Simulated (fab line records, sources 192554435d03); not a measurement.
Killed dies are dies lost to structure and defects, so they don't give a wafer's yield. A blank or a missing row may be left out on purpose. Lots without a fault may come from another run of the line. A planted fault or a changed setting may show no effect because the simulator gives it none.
Chamber matching | flow n5_finfet | N5_SD_EPI_N_ETCHBACK_44 on rie_diel-02: 4 sister chambers
The step etches SiNx in CH3F/O2, stops on SiO2, target depth 14.5 nm. 18 wafers are shown with their chamber, then 9 later ones without.

WAFERS WITH THEIR CHAMBER
wafer  | chamber | showerhead_plenum_p_Torr (Torr) | throttle_valve_pct (%) | oes_product_au (a.u.)
L077.2 | 3       | 2.08                            | 16.09                  | 0.66
L077.3 | 1       | 2.13                            | 16.22                  | 0.74
L077.6 | 3       | 2.08                            | 16.08                  | 0.66
L078.2 | 3       | 2.07                            | 16.09                  | 0.66
L078.5 | 0       | 2.13                            | 15.95                  | 0.81
L078.6 | 1       | 2.13                            | 16.22                  | 0.73
L079.3 | 3       | 2.07                            | 16.10                  | 0.66
L079.4 | 1       | 2.13                            | 16.23                  | 0.74
L079.6 | 0       | 2.13                            | 15.97                  | 0.80
L080.1 | 1       | 2.13                            | 16.24                  | 0.73
L080.2 | 3       | 2.07                            | 16.09                  | 0.66
L080.6 | 0       | 2.13                            | 15.98                  | 0.78
L081.1 | 3       | 2.07                            | 16.11                  | 0.65
L081.3 | 2       | 1.97                            | 16.49                  | 0.59
L081.6 | 2       | 1.97                            | 16.49                  | 0.59
L083.1 | 2       | 1.97                            | 16.48                  | 0.58
L083.3 | 0       | 2.13                            | 15.97                  | 0.77
L083.5 | 0       | 2.13                            | 15.98                  | 0.76

SIGNATURES (means of the wafers above)
reading                  | chamber 0 | chamber 1 | chamber 2 | chamber 3 | scatter within a chamber
showerhead_plenum_p_Torr | 2.1300    | 2.1300    | 1.9700    | 2.0733    | 0.00309
throttle_valve_pct       | 15.9700   | 16.2275   | 16.4867   | 16.0933   | 0.0103
oes_product_au           | 0.7840    | 0.7350    | 0.5867    | 0.6583    | 0.0119
Rule: a wafer's distance from a chamber is the root of the sum, over the readings, of the square of ((its reading less the chamber's mean) divided by the reading's scatter). The wafer belongs to the nearest chamber; if the next one is less than 2 further off, it can't be placed. The scatter: the root of (the sum of the squares of (reading less its chamber's mean) over the shown wafers, divided by (wafers less chambers)).

WAFERS WITHOUT THEIR CHAMBER
wafer  | showerhead_plenum_p_Torr (Torr) | throttle_valve_pct (%) | oes_product_au (a.u.)
L088.1 | 2.07                            | 16.14                  | 0.65
L088.2 | 2.13                            | 16.00                  | 0.74
L088.5 | 2.12                            | 16.25                  | 0.72
L092.1 | 1.96                            | 16.52                  | 0.58
L092.3 | 2.12                            | 16.29                  | 0.71
L092.5 | 2.12                            | 16.03                  | 0.74
L097.2 | 2.06                            | 16.17                  | 0.63
L097.4 | 1.96                            | 16.54                  | 0.57
L097.6 | 2.06                            | 16.18                  | 0.63

WHICH CHAMBER EACH WENT THROUGH
wafer  | from the rows above | in truth
L088.1 | 3                   | 3
L088.2 | 0                   | 0
L088.5 | 1                   | 1
L092.1 | 2                   | 2
L092.3 | 1                   | 1
L092.5 | 0                   | 0
L097.2 | 3                   | 3
L097.4 | 2                   | 2
L097.6 | 3                   | 3
Placed correctly: 9 of 9. Can't be placed from these rows: 0. Placed wrongly: 0.
